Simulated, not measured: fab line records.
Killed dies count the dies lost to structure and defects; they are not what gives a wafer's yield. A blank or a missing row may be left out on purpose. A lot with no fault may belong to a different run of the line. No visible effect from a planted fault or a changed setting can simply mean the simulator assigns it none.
Chamber matching	flow n5-finfet	N5_GATE_CUT_CMP_61 on cmp-01 has 4 sister chambers
The step polishes, stops on SiNx, t overpolish 3 s. 4 wafers are shown with their chamber, then 10 later ones without.

== WAFERS WITH THEIR CHAMBER ==
wafer	chamber	motor-current-A (A)
L085.2	2	13.9
L085.3	0	12.7
L089.2	3	13.2
L089.5	1	13.4

== WAFERS WHOSE CHAMBER IS MISSING ==
wafer	motor-current-A (A)
L089.6	13.4
L090.2	13.1
L090.3	13.1
L090.5	12.2
L093.3	12.4
L093.5	12.7
L093.6	12.4
L097.2	13.4
L097.5	13.1
L097.6	12.6

== THE CHAMBER EACH PASSED THROUGH ==
wafer	from the rows above	in truth
L089.6	can't be placed: 1 or 3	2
L090.2	can't be placed: 3 or 1 or 0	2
L090.3	can't be placed: 3 or 1 or 0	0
L090.5	0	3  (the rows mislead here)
L093.3	0	0
L093.5	0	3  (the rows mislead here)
L093.6	0	0
L097.2	can't be placed: 1 or 3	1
L097.5	can't be placed: 3 or 1 or 0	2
L097.6	0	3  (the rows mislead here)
2 of 10 placed correctly. Can't be placed from these rows: 5 (the true chamber is among the candidates in 2). Wrongly placed: 3.
How it was worked out, from the rows above alone: a wafer's distance from a chamber is the root of the sum, over the readings, of the square of ((its reading less the chamber's mean) divided by the reading's scatter). If the next closest chamber is less than 2 further off than the closest, the wafer can't be placed; otherwise it belongs to the closest. For every chamber, the mean is computed from those of its wafers that are shown. The scatter: with one shown wafer a chamber, the root of the mean of the squares of how far each hidden wafer lies from its nearest shown one.
